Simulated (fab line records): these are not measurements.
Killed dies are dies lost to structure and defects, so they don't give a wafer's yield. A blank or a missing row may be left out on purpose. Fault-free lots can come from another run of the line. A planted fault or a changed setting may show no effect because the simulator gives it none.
fab line records	flow n5Finfet
[record] lots = 6	wafers = 18	lastDay = 16
route steps=1938 shown BEOL_M3@992 BEOL_M4@1021 PASSIVATION@1936
lots with no fault: from the same line, run without faults
startH: start of the lot's first displayed wafer, in hours after the record's first day	waitH: hours from the lot's prior step to this one	" repeats the value in the row above	L1.1+2: one row covering several wafers at once	- either no value or no given start	* or withheld: withheld	< > ~ a bound
route shown NAME@n: a module of which the file shows steps, and the number in the route of the first	usual: mean/standard deviation of fault-free wafers	same: alike in all rows	chamber/n: place in a boat	sites: the reading at each site	_std_site: the values' standard deviation	_edge_site: outer sites' mean less inner sites'	radiusMm: for every site, how far away it sits from the centre of the wafer	mask NAME#n: copy n	behind: tool/chamber where the wafer was last shaped	hold: why the lot went on hold/how many hours it stayed there/how the hold came to an end	device: whichever transistor did not switch (one of n, p or np)	end of line: the same wafers' tests at the end of the route	where a step has no rows: the recipe by itself	killed: not the wafer's yield, but the dies lost to structure and defects at the first sort	map: per-die view of a wafer (x killed, . not killed, _ where there is no die)
set.NAME: the setting as run; set.NAME@STEP: as run at that earlier step	model.NAME: the simulator's own value behind a step, which no gauge read
lots at selected steps of the route; one table per step, one row per wafer
[[steps]]
[step N5_BEOL_M3_SURFACE_TREAT_85]
[recipe] gas = Ar	timeS = *	ionEnergyEv = *	ionCurrentMaCm2 = 0.5	pressureMtorr = *	arFlowSccm = 30
[step N5_BEOL_M3_CVD_47]
[recipe] material = Co	targetThkA = 30	tempC = withheld	precursor = CCTBA/H2	pressureTorr = 30	timeS = 223.8
[step N5_BEOL_M3_SPUTTER_48]
[recipe] material = Cu	targetThkA = 45	tempC = -20	chamberPressurePa = 0.07	powerW = withheld	timeS = 8.29
[step N5_BEOL_M3_ANNEAL_49]
[recipe] tempC = 400	timeS = 240	ambient = vacuum
[step N5_BEOL_M3_SPUTTER_79]
[recipe] material = Cu	targetThkA = 45	tempC = -20	chamberPressurePa = 0.07	powerW = withheld	timeS = 8.29
[step N5_BEOL_M3_ANNEAL_80]
[recipe] tempC = 400	timeS = 240	ambient = vacuum
[usual] heaterPowerW = 838/88
lot.wafer	tool	chamber	startH	waitH	heaterPowerW
L284.1	pvdSputter-01	-	185.10	0.0	743
L284.3	"	-	"	"	895
L284.4	"	-	"	"	1038
L288.2	pvdSputter-01	-	189.51	0.0	771
L288.5	"	-	"	"	1049
L288.6	"	-	"	"	799
L286.2	pvdSputter-03	-	191.42	0.0	791
L286.4	"	-	"	"	792
L286.5	"	-	"	"	820
L289.1	pvdSputter-02	-	198.60	0.0	714
L289.2	"	-	"	"	727
L289.6	"	-	"	"	855
L296.3	pvdSputter-03	-	253.15	0.0	789
L296.5	"	-	"	"	811
L296.6	"	-	"	"	776
L297.2	pvdSputter-03	-	256.18	0.0	791
L297.4	"	-	"	"	866
L297.6	"	-	"	"	785
[step N5_BEOL_M3_SPUTTER_81]
[recipe] material = Cu	targetThkA = 45	tempC = -20	chamberPressurePa = 0.07	powerW = withheld	timeS = 8.29
[step N5_BEOL_M3_ANNEAL_82]
[recipe] tempC = 400	timeS = 240	ambient = vacuum
[usual] heaterPowerW = 839/89
lot.wafer	tool	chamber	startH	waitH	heaterPowerW
L284.1	pvdSputter-01	-	185.35	0.0	759
L284.3	"	-	"	"	911
L284.4	"	-	"	"	1045
L288.2	pvdSputter-01	-	189.77	0.1	770
L288.5	"	-	"	"	1030
L288.6	"	-	"	"	806
L286.2	pvdSputter-03	-	191.64	0.0	796
L286.4	"	-	"	"	808
L286.5	"	-	"	"	793
L289.1	pvdSputter-02	-	198.82	0.0	727
L289.2	"	-	"	"	740
L289.6	"	-	"	"	861
L296.3	pvdSputter-03	-	253.37	0.0	780
L296.5	"	-	"	"	785
L296.6	"	-	"	"	801
L297.2	pvdSputter-03	-	256.40	0.0	786
L297.4	"	-	"	"	834
L297.6	"	-	"	"	800
[step N5_BEOL_M3_SPUTTER_86]
[recipe] material = Cu	targetThkA = 45	tempC = -20	chamberPressurePa = 0.07	powerW = withheld	timeS = 8.29
[step N5_BEOL_M3_ANNEAL_87]
[recipe] tempC = 400	timeS = 240	ambient = vacuum
[step N5_BEOL_M3_SPUTTER_88]
[recipe] material = Cu	targetThkA = 45	tempC = -20	chamberPressurePa = 0.07	powerW = withheld	timeS = 8.29
[step N5_BEOL_M3_ANNEAL_89]
[recipe] tempC = 400	timeS = 240	ambient = vacuum
[step N5_BEOL_M3_SPUTTER_90]
[recipe] material = Cu	targetThkA = 45	tempC = -20	chamberPressurePa = 0.07	powerW = withheld	timeS = 8.29
[usual] chamberPressurePa = 0.07001/0.00014	throttleValvePct = 30.2/0.71
lot.wafer	tool	chamber	startH	waitH	chamberPressurePa	throttleValvePct
L284.1	pvdSputter-01	-	186.00	0.1	0.07015	29.3
L284.3	"	-	"	"	0.07006	31.0
L284.4	"	-	"	"	0.07009	30.2
L288.2	pvdSputter-01	-	190.51	0.1	0.06984	29.4
L288.5	"	-	"	"	0.06992	29.9
L288.6	"	-	"	"	0.07004	30.9
L286.2	pvdSputter-03	-	192.22	0.1	0.07	29.6
L286.4	"	-	"	"	0.07036	30.2
L286.5	"	-	"	"	0.07	30.4
L289.1	pvdSputter-02	-	199.40	0.1	0.06972	30.7
L289.2	"	-	"	"	0.07003	30.2
L289.6	"	-	"	"	0.07012	31.5
L296.3	pvdSputter-03	-	253.95	0.1	0.07009	29.9
L296.5	"	-	"	"	0.06999	30.2
L296.6	"	-	"	"	0.06998	29.8
L297.2	pvdSputter-03	-	256.98	0.1	0.06984	30.3
L297.4	"	-	"	"	0.06994	29.3
L297.6	"	-	"	"	0.06988	30.4
[step N5_BEOL_M3_ANNEAL_91]
[recipe] tempC = 400	timeS = 240	ambient = vacuum
[usual] heaterPowerW = 838/88
lot.wafer	tool	chamber	startH	waitH	heaterPowerW
L284.1	pvdSputter-01	-	186.09	0.0	764
L284.3	"	-	"	"	892
L284.4	"	-	"	"	1028
L288.2	pvdSputter-01	-	190.61	0.1	757
L288.5	"	-	"	"	1058
L288.6	"	-	"	"	808
L286.2	pvdSputter-03	-	192.30	0.0	797
L286.4	"	-	"	"	785
L286.5	"	-	"	"	811
L289.1	pvdSputter-02	-	199.48	0.0	723
L289.2	"	-	"	"	723
L289.6	"	-	"	"	829
L296.3	pvdSputter-03	-	254.03	0.0	800
L296.5	"	-	"	"	791
L296.6	"	-	"	"	794
L297.2	pvdSputter-03	-	257.06	0.0	808
L297.4	"	-	"	"	836
L297.6	"	-	"	"	795
[step N5_BEOL_M3_SPUTTER_92]
[recipe] material = Cu	targetThkA = 45	tempC = -20	chamberPressurePa = 0.07	powerW = withheld	timeS = 8.29
[step N5_BEOL_M3_ANNEAL_93]
[recipe] tempC = 400	timeS = 240	ambient = vacuum
[step N5_BEOL_M3_SPUTTER_94]
[recipe] material = Cu	targetThkA = 45	tempC = -20	chamberPressurePa = 0.07	powerW = withheld	timeS = 8.29
[step N5_BEOL_M3_ANNEAL_95]
[recipe] tempC = 400	timeS = 240	ambient = vacuum
[step N5_BEOL_M3_SPUTTER_96]
[recipe] material = Cu	targetThkA = 45	tempC = -20	chamberPressurePa = 0.07	powerW = withheld	timeS = 8.29
[usual] chamberPressurePa = 0.07001/0.00013	throttleValvePct = 30.2/0.72
lot.wafer	tool	chamber	startH	waitH	chamberPressurePa	throttleValvePct
L284.1	pvdSputter-01	-	186.74	0.1	0.06999	29.1
L284.3	"	-	"	"	0.07016	30.6
L284.4	"	-	"	"	0.06988	30.2
L288.2	pvdSputter-01	-	191.34	0.1	0.0702	29.1
L288.5	"	-	"	"	0.06998	30.1
L288.6	"	-	"	"	0.06993	31.0
L286.2	pvdSputter-03	-	192.88	0.1	0.07002	30.0
L286.4	"	-	"	"	0.06997	30.5
L286.5	"	-	"	"	0.0701	30.3
L289.1	pvdSputter-02	-	200.06	0.1	0.06979	30.6
L289.2	"	-	"	"	0.07	29.9
L289.6	"	-	"	"	0.06993	31.6
L296.3	pvdSputter-03	-	254.61	0.1	0.0701	29.9
L296.5	"	-	"	"	0.07001	30.0
L296.6	"	-	"	"	0.07014	29.9
L297.2	pvdSputter-03	-	257.64	0.1	0.06998	29.9
L297.4	"	-	"	"	0.07	29.4
L297.6	"	-	"	"	0.07002	30.4
[step N5_BEOL_M3_ECD_50]
[recipe] material = Cu	targetThkA = 3000
[step N5_BEOL_M3_ANNEAL_51]
[recipe] tempC = 225	timeS = 90	ambient = N2
[usual] wafer_temp_C_max = 226.3/0.54
lot.wafer	tool	chamber	startH	waitH	wafer_temp_C_max
L284.1	rtpAnneal-01	0	186.95	0.1	225.8
L284.3	"	0	"	"	225.7
L284.4	"	0	"	"	225.8
L288.2	rtpAnneal-02	0	191.60	0.1	226.3
L288.5	"	0	"	"	226.3
L288.6	"	0	"	"	226.1
L286.2	rtpAnneal-01	0	193.12	0.1	226.0
L286.4	"	0	"	"	225.9
L286.5	"	0	"	"	225.4
L289.1	rtpAnneal-02	0	200.25	0.1	226.6
L289.2	"	0	"	"	227.0
L289.6	"	0	"	"	226.7
L296.3	rtpAnneal-01	0	254.89	0.1	225.8
L296.5	"	0	"	"	225.8
L296.6	"	0	"	"	226.0
L297.2	rtpAnneal-02	0	257.97	0.2	226.6
L297.4	"	0	"	"	226.6
L297.6	"	0	"	"	226.8
[step N5_BEOL_M3_CMP_52]
[recipe] stopOn = SiOC	tOverpolishS = 6.8	downForcePsi = 1	platenRpm = 50	clearingPlatenDownForcePsi = 1.5	clearingPlatenRpm = 50	postCmpClean = cuAlkaline	targetThkNm = 40	clearingPlatenPadVelocityMS = 0.99484	padVelocityMS = 0.99484
[step N5_BEOL_M3_PRE_CLEAN_60]
[recipe] gas = NH3/H2	timeS = 15	tempC = *	rfPowerW = 300
[step N5_BEOL_M3_CO_CAP_55]
[recipe] material = Co	targetThkA = 20	tempC = 200	precursor = CCTBA/H2	pressureTorr = 30	timeS = 102.1
[step N5_BEOL_M3_PRE_CLEAN_56]
[recipe] gas = NH3	timeS = 15	tempC = withheld	rfPowerW = 300
[step N5_BEOL_M3_DEP_57]
[recipe] material = SiCN	targetThkA = 80	tempC = withheld	precursor = 3MS/NH3	pressureTorr = 3	rfW = 202	timeS = 14
[step N5_BEOL_M3_RS_MEAS_58]
[recipe] thkMeasGauge = four-point-probe	reads = Co_of_BEOL_M3_CO_CAP_55+Cu_of_BEOL_M3_ECD_50+Co_of_BEOL_M3_CVD_47+TaN_of_BEOL_M3_ALD_84
[usual] M3_RS = 0.69/0.045
lot.wafer	tool	chamber	startH	waitH	M3_RS[ohm/sq]
L284.1	filmMetro-02	-	187.82	0.1	0.80
L284.3	"	-	"	"	0.66
L284.4	"	-	"	"	0.63
L288.2	filmMetro-01	-	192.41	0.1	0.69
L288.5	"	-	"	"	0.70
L288.6	"	-	"	"	0.61
L286.2	filmMetro-02	-	194.11	0.1	0.70
L286.4	"	-	"	"	0.64
L286.5	"	-	"	"	0.74
L289.1	filmMetro-02	-	201.12	0.1	0.68
L289.2	"	-	"	"	0.68
L289.6	"	-	"	"	0.77
L296.3	filmMetro-01	-	255.67	0.1	0.69
L296.5	"	-	"	"	0.62
L296.6	"	-	"	"	0.64
L297.2	filmMetro-02	-	258.78	0.1	0.73
L297.4	"	-	"	"	0.64
L297.6	"	-	"	"	0.69
[step N5_BEOL_M4_ILD_DEP_00]
[recipe] material = SiOC	targetThkA = 790	tempC = 350	precursor = DEMS/O2	pressureTorr = 5	rfW = 500	timeS = 15.3
[step N5_BEOL_M4_THK_MEAS_01]
[recipe] reads = SiOC_of_BEOL_M4_ILD_DEP_00
[usual] M4_ILD_THK = 78.9/1.2
lot.wafer	tool	chamber	startH	waitH	M4_ILD_THK[nm]
L284.1	filmMetro-01	-	187.95	0.1	78.5
L284.3	"	-	"	"	78.5
L284.4	"	-	"	"	79.5
L288.2	filmMetro-02	-	192.54	0.1	79.1
L288.5	"	-	"	"	78.8
L288.6	"	-	"	"	81.7
L286.2	filmMetro-02	-	194.24	0.1	78.9
L286.4	"	-	"	"	81.4
L286.5	"	-	"	"	81.1
L289.1	filmMetro-02	-	201.25	0.0	78.4
L289.2	"	-	"	"	77.7
L289.6	"	-	"	"	80.2
L296.3	filmMetro-02	-	255.80	0.1	76.9
L296.5	"	-	"	"	79.2
L296.6	"	-	"	"	80.9
L297.2	filmMetro-02	-	258.91	0.1	78.9
L297.4	"	-	"	"	79.5
L297.6	"	-	"	"	81.3
[step N5_BEOL_M4_PECVD_72]
[recipe] material = SiO2	targetThkA = 160	tempC = 400	precursor = TEOS/O2	pressureTorr = 5.5	rfW = 450	teosFlowSccm = 53.8	gas = O2	flowSccm = 3000	timeS = 18
[step N5_BEOL_M4_HM_DEP_02]
[recipe] material = TiN	targetThkA = 200	tempC = 25	chamberPressurePa = 0.49996
[step N5_BEOL_M4_COAT_61]
[recipe] resist = SOC	tempC = 250	timeS = 60	spinRpm = 1500	resistThkNm = 60
[step N5_BEOL_M4_COAT_62]
[recipe] resist = SiARC	tempC = 220	timeS = 60	spinRpm = 1500	resistThkNm = 12
[step N5_BEOL_M4_COAT_73]
[recipe] resist = underlayer	tempC = 205	timeS = 60	spinRpm = 1500	resistThkNm = 5
[step N5_BEOL_M4_COAT_05]
[recipe] resist = CAR-EUV	spinRpm = 1500	resistThkNm = 30
[step N5_BEOL_M4_EBR_07]
[recipe] solvent = PGMEA	ebrWidthMm = 1.5
[step N5_BEOL_M4_SOFTBAKE_06]
[recipe] tempC = 110	timeS = 60	resist = CAR-EUV
[step N5_BEOL_M4_EXPOSE_08]
[recipe] maskId = M4	na = 0.33	sourceShape = dipole	sigmaInner = 0.369	sigmaOuter = 0.767	polarization = unpolarized	doseMj = 41.25
[step N5_BEOL_M4_PEB_09]
[recipe] pebTempC = 100	pebTimeS = 60	resist = CAR-EUV
[step N5_BEOL_M4_DEVELOP_10]
[recipe] developTimeS = 30	developer = TMAH	resist = CAR-EUV	rinseLiquid = surfactantRinse	dry = airSpin	devTempC = 23
[step N5_PASSIVATION_PROBE_49]
[usual] defectLimitedYield = 91.3/1.4	killed_at_M0_to_M3 = 36/10	killed_at_M4_up = 13/5.4	killedAtContacts = 12/5.3	killedAtFrontEnd = 39/10	killedAtOther = 3.2/2.7	killedDies = 103/16	killedOpen = 68/13	killedShort = 33/6.6	sort_bin_5_function = 5.1/0.92	sort_bin_6_memory = 3.3/0.68	sort_bin_8_speed = 0.1/0.41	sortNPass = 1077/17	sortYieldPct = 91.2/1.4
[same] grossDies = 1180	killedAtBackSide = 0	sort_bin_4_leakage[%] = 0
lot.wafer	tool	chamber	startH	waitH	defectLimitedYield[%]	killed_at_M0_to_M3	killed_at_M4_up	killedAtContacts	killedAtFrontEnd	killedAtOther	killedDies	killedOpen	killedShort	sort_bin_5_function[%]	sort_bin_6_memory[%]	sort_bin_8_speed[%]	sortNPass	sortYieldPct[%]
L297.2	prober-02	-	374.87	0.1	81.9	141	25	12	35	1	214	68	43	11.2	4.8	0	966	81.9
L297.4	prober-02	-	374.97	0.2	84.0	134	23	6	26	0	189	63	25	9.7	4.8	0	991	84.0
L297.6	prober-02	-	375.07	0.3	84.7	113	12	6	48	1	180	67	31	10.5	3.6	0	1000	84.7
L296.3	prober-01	-	390.31	0.1	83.6	121	14	9	44	6	194	72	33	11.0	4.3	0	986	83.6
L296.5	prober-01	-	390.41	0.2	84.2	128	12	11	31	5	187	73	26	10.7	4.2	0	993	84.2
L296.6	prober-01	-	390.46	0.3	85.8	109	13	14	30	2	168	53	29	9.2	3.8	0	1012	85.8
// killed by level:class
L297.2 BEOL_M3:unspecified=99 BEOL_M0_SAQP:geometricParticle:short=10 FIN_SAQP:geometricParticle:short=9 FIN_SAQP:geometricParticle:open=9 BEOL_M0_SAQP:geometricParticle:open=9 MOL_CONTACT_COAG:geometricParticle:open=8 BEOL_M4:geometricParticle:open=8 BEOL_M2:geometricParticle:open=7
L297.4 BEOL_M3:unspecified=99 BEOL_M1:geometricParticle:open=13 FIN_SAQP:geometricParticle:open=8 BEOL_M0_SAQP:geometricParticle:open=7 BEOL_M0_SAQP:geometricParticle:short=7 MOL_CONTACT_COAG:geometricParticle:open=6 BEOL_M4:geometricParticle:open=6 FIN_SAQP:geometricParticle:short=5
L297.6 BEOL_M3:unspecified=82 STI_FIN_REVEAL:geometricParticle:open=11 FIN_SAQP:geometricParticle:open=8 DUMMY_GATE:geometricParticle:open=8 BEOL_M4:geometricParticle:open=8 BEOL_M1:geometricParticle:open=7 GATE_CUT:geometricParticle:short=6 BEOL_M0_SAQP:geometricParticle:open=6
L296.3 BEOL_M3:unspecified=89 DUMMY_GATE:geometricParticle:open=11 BEOL_M3:geometricParticle:open=11 BEOL_M4:geometricParticle:open=8 BEOL_M0_SAQP:geometricParticle:open=7 FIN_SAQP:geometricParticle:short=5 STI_FIN_REVEAL:geometricParticle:open=5 MOL_CONTACT_COAG:geometricParticle:open=5
L296.5 BEOL_M3:unspecified=86 BEOL_M0:geometricParticle:open=12 MOL_CONTACT_COAG:geometricParticle:open=8 BEOL_M2:geometricParticle:open=8 BEOL_M4:geometricParticle:open=6 GATE_CUT:geometricParticle:open=5 BEOL_M0_SAQP:geometricParticle:open=5 ILD0:geometricParticle:open=4
L296.6 BEOL_M3:unspecified=85 MOL_CONTACT_COAG:geometricParticle:open=11 FIN_SAQP:geometricParticle:short=9 FIN_SAQP:geometricParticle:open=4 ILD0:geometricParticle:open=4 BEOL_M0_SAQP:geometricParticle:short=4 BEOL_M0_SAQP:geometricParticle:open=4 BEOL_M1:geometricParticle:open=4
// map L296.3 (x killed, . not)
_________________...x..x.....________________
______________x............xx..._____________
___________....x...................__________
__________........................x._________
________...............x.............._______
_______....x..........x........x.x.....______
______................x..x..x..x........_____
_____..................x..............xx.____
____.....x......x......xx......xxx.x....x.___
___.......x.....x.......x.....x..xx.xx.x.x.__
___x......................xxxxxxxxxxxxx....__
__..............x.x..........xxxxxxxxxxx..xx_
__..x...x..x.........x......xxxxxxxxxxxxxx.._
_.x...x....................x.x.xxxxxxxxx..x..
_.................x.....xxx...xxxxxx.xx.x....
_........x..x....x......x......xxxxxxxx.xx...
_.......x.....................xxxxxxx..x....x
_x.....x.....x...x.............x..xxx..xx....
_...x........x..........x........xx....xx...x
_........x................xx.......x.x.......
_..........................x..x.......x..x...
__..........................x......x....x..._
__.................................x........_
___.......x................x.x.............__
___..........x.......................x.....__
____x.................xxx.............x...___
_____.............x......................____
______...................x.............._____
_______................x.......x....x..______
________.............x.......x........_______
__________...........x......x......._________
___________.....x.....x....x....x..__________
______________.....x............_____________
_________________...x...xx...________________
// map L297.2 (x killed, . not)
_________________.......x....________________
______________........xx........_____________
___________..x.............x.......__________
__________.........x............x..._________
________.......x......................_______
_______.xx.................x...x.....x.______
______...................x.............x_____
_____..x.x.x..................x.....xx.xx____
____...x......x...x...x..x..x.x.xxxxxxxx..___
___..........x.................xxxxxxxxx.x.__
___.................x.........x.xxxxxxxxx..__
__.........x..x...........x....xxxxxxxxxx..._
__...............x.x......x...xxxxxxxxxxxx.._
_..........x.......x.x......x.xxxxxxxxxxxxx..
_......x..............x.......xxxxxxxxxxx....
_.............x..xx...........xxxxxxxx..x....
_x....x.....x..x..x.......x.x..xx.x..x.xx....
_..................x.............x..xx.......
_.....x........xx....................x.x...x.
_..x.x.....x...........x.x....x..............
_x.....................................x.....
__......x...x..x.xx....x...................._
__x..xx......x....x...x.x..................x_
___............x.........xx.......x.....x..__
___..........x...x...x.........x.....x.....__
____.....x......xx.................x......___
_____.x..x.................x.............____
______...............x.............x...._____
_______.....x.......x................x.______
________..x.........xx............x..._______
__________............x..........x.._________
___________........x...............__________
______________xx..x........xx..._____________
_________________.x.xxx..x...________________
[[key]]
[firstSign] step = N5_PASSIVATION_PROBE_49	reading = killed_at_M0_to_M3	direction = up	sigmas = 8.5	usual = 36	struck = 124
[effect] step = N5_PASSIVATION_PROBE_49	reading = defectLimitedYield	direction = down	sigmas = 5.3	usual = 91.3	struck = 84.0
[moreKillsBornAt] N5_BEOL_M3_SPUTTER_90@pvdSputter-03 = 540
metAt N5_BEOL_M3_SPUTTER_90
struckWafers L296.3,L296.5,L296.6,L297.2,L297.4,L297.6
onsetBetween 192.22 253.95
alsoFits time
[fault] kind = chamberParticleSource	tool = pvdSputter-03	chamber = -	onsetH = 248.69	steps = N5_BEOL_M3_SPUTTER_90	ratePerVisitCm2 = 0.38631	endH = 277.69
